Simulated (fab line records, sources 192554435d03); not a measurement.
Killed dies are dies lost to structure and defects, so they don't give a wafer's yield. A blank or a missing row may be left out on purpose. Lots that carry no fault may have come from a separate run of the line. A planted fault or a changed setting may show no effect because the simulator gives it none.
Chamber matching	flow n5_finfet	4 sister chambers for N5_BEOL_M5_STRIP_19 on rie_diel-06
The step strips in O2. 8 wafers are shown with their chamber, then 7 later ones without.

== WAFERS, EACH WITH ITS CHAMBER ==
wafer	chamber	throttle_valve_pct (%)	showerhead_plenum_p_Torr (Torr)
L078.6	2	16.88	2.16
L080.5	0	16.51	2.08
L084.1	3	16.42	2.13
L084.6	0	16.52	2.07
L086.4	3	16.44	2.12
L086.5	1	16.32	2.07
L089.3	2	16.94	2.15
L089.4	1	16.30	2.07

== WAFERS MISSING THEIR CHAMBER ==
wafer	throttle_valve_pct (%)	showerhead_plenum_p_Torr (Torr)
L089.6	16.55	2.07
L090.2	16.94	2.15
L090.4	16.55	2.07
L090.6	16.53	2.07
L096.1	16.55	2.06
L096.2	16.97	2.15
L096.3	16.33	2.07

== WHICH CHAMBER EACH WENT THROUGH ==
wafer	from the rows above	in truth
L089.6	0	0
L090.2	2	2
L090.4	0	0
L090.6	0	0
L096.1	0	0
L096.2	2	2
L096.3	1	1
Placed correctly: 7 of 7. Can't be placed from these rows: 0. 0 placed wrongly.
How it was worked out, from the rows above alone: a wafer's distance from a chamber is the root of the sum, over the readings, of the square of ((its reading less the chamber's mean) divided by the reading's scatter). If the next closest chamber is less than 2 further off than the closest, the wafer can't be placed; otherwise it belongs to the closest. For every chamber, the mean is computed from those of its wafers that are shown. How the scatter is found: for the shown wafers, subtract from each reading the mean of its chamber, square and add these, divide the total by (wafers less chambers), then take the root.
